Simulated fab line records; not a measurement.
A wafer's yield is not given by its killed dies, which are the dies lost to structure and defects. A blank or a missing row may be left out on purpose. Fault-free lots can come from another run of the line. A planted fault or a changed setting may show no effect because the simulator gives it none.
2 desks looking at one fault || flow n5-finfet || each desk has only its own numbers; what lay behind them comes last

## METROLOGY DESK
What the gauges read for every lot (on any tool): the sampled wafers with a number, averaged. Marked OUT: a lot whose mean sits more than 4 standard deviations from the usual mean, which makes it out of limits; the brackets give that distance. Readings shown: 7 of its 11, picked as those furthest out on some lot.
Columns: A = cd-nm at N5_MOL_CONTACT_COAG_CD_MEAS_99, usual 17.1 nm; B = IOFF_N at N5_BEOL_M4_RC_MEAS_101, usual 0.150 nA/um; C = IOFF_P at N5_BEOL_M4_RC_MEAS_101, usual 0.194 nA/um; D = ION_P at N5_BEOL_M4_RC_MEAS_101, usual 456 uA/um; E = SS_N at N5_BEOL_M4_RC_MEAS_101, usual 71.4 mV/dec; F = VT_N at N5_BEOL_M4_RC_MEAS_101, usual 251 mV; G = VT_P at N5_BEOL_M4_RC_MEAS_101, usual -252 mV
{"lot": "L198", "first seen here": "day 5 08:50", "A": 17.1, "B": 0.157, "C": 0.207, "D": 457, "E": 71.5, "F": 251, "G": -252}
{"lot": "L205", "first seen here": "day 7 02:53", "A": 17.3, "B": 0.153, "C": 0.219, "D": 463, "E": 71.4, "F": 249, "G": -248}
{"lot": "L207", "first seen here": "day 7 18:10", "A": 17.0, "B": 0.135, "C": 0.203, "D": 465, "E": 70.6, "F": 252, "G": -250}
{"lot": "L208", "first seen here": "day 7 22:14", "A": 16.8, "B": 0.149, "C": 0.188, "D": 454, "E": 72.0, "F": 251, "G": -253}
{"lot": "L209", "first seen here": "day 8 01:38", "A": 17.6, "B": 0.151, "C": 0.185, "D": 451, "E": 71.7, "F": 251, "G": -252}
{"lot": "L212", "first seen here": "day 8 19:25", "A": 17.2, "B": 0.127, "C": 0.183, "D": 453, "E": 71.3, "F": 254, "G": -252}
{"lot": "L215", "first seen here": "day 9 14:14", "A": 16.8, "B": 0.165, "C": 0.226, "D": 465, "E": 71.5, "F": 246, "G": -247}
{"lot": "L218", "first seen here": "day 10 11:58", "A": 17.3, "B": 0.168, "C": 0.218, "D": 463, "E": 71.0, "F": 249, "G": -250}
{"lot": "L219", "first seen here": "day 10 14:15", "A": 17.3, "B": 0.155, "C": 0.164, "D": 451, "E": 71.6, "F": 250, "G": -256}
This desk's verdict: no lot among the 9 shows anything out of limits.

## DESK OF THE TOOL OWNER: rie-diel-01
The tool's own readings at N5_MOL_CONTACT_COAG_ETCH_105 (etches SiARC in CF4, target depth 15.6 nm, time 26 s): means of the sampled wafers that have a number, for each lot that ran on this tool. Marked OUT: a lot whose mean sits more than 4 standard deviations from the usual mean, which makes it out of limits; the brackets give that distance.
Columns: A = drypump-motor-current-A at N5_MOL_CONTACT_COAG_ETCH_105, usual 5.9 A; B = etch-rf-on-time-s at N5_MOL_CONTACT_COAG_ETCH_105, usual 26.4 s; C = oes-product-au at N5_MOL_CONTACT_COAG_ETCH_105, usual 0.67 a.u.; D = rf-fwd-power-W at N5_MOL_CONTACT_COAG_ETCH_105, usual 531.5 W; E = rf-vpp-V at N5_MOL_CONTACT_COAG_ETCH_105, usual 183.8 V; F = showerhead-plenum-p-Torr at N5_MOL_CONTACT_COAG_ETCH_105, usual 2.11 Torr; G = throttle-valve-pct at N5_MOL_CONTACT_COAG_ETCH_105, usual 15.63 %
{"lot": "L198", "first seen here": "day 5 08:29", "A": 5.9, "B": 25.6, "C": 0.85, "D": 529.6, "E": 182.9, "F": 2.10, "G": 15.37}
{"lot": "L205", "first seen here": "day 7 02:33", "A": 6.0, "B": "31.6 (+8.9) OUT", "C": 0.66, "D": 530.7, "E": 184.5, "F": 2.13, "G": 15.66}
{"lot": "L207", "first seen here": "day 7 17:50", "A": 6.3, "B": "31.4 (+8.7) OUT", "C": 0.62, "D": 531.0, "E": 184.4, "F": 2.13, "G": 15.67}
This desk finds L205, L207 out of limits, L205 being first, at day 7 02:33 (etch-rf-on-time-s at N5_MOL_CONTACT_COAG_ETCH_105). Within limits: L198.

## TAKEN TOGETHER
On L205, L207, at day 7 02:33, an alarm was possible from the tool owner's desk.
Metrology desk: nothing out of limits seen.
The metrology desk holds a record of L205, L207, inside its limits.
N5_MOL_CONTACT_COAG_ETCH_105 was run on rie-diel-01 by each of the lots named.

## WHAT WAS PUT IN BY THE SIMULATOR
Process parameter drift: rie-diel-01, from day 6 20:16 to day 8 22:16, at N5_MOL_CONTACT_COAG_ETCH_105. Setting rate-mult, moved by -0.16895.
Struck lots among those shown: L205, L207.
Hours from the fault's start to each desk's first reading out of limits: the tool owner's desk, 6.
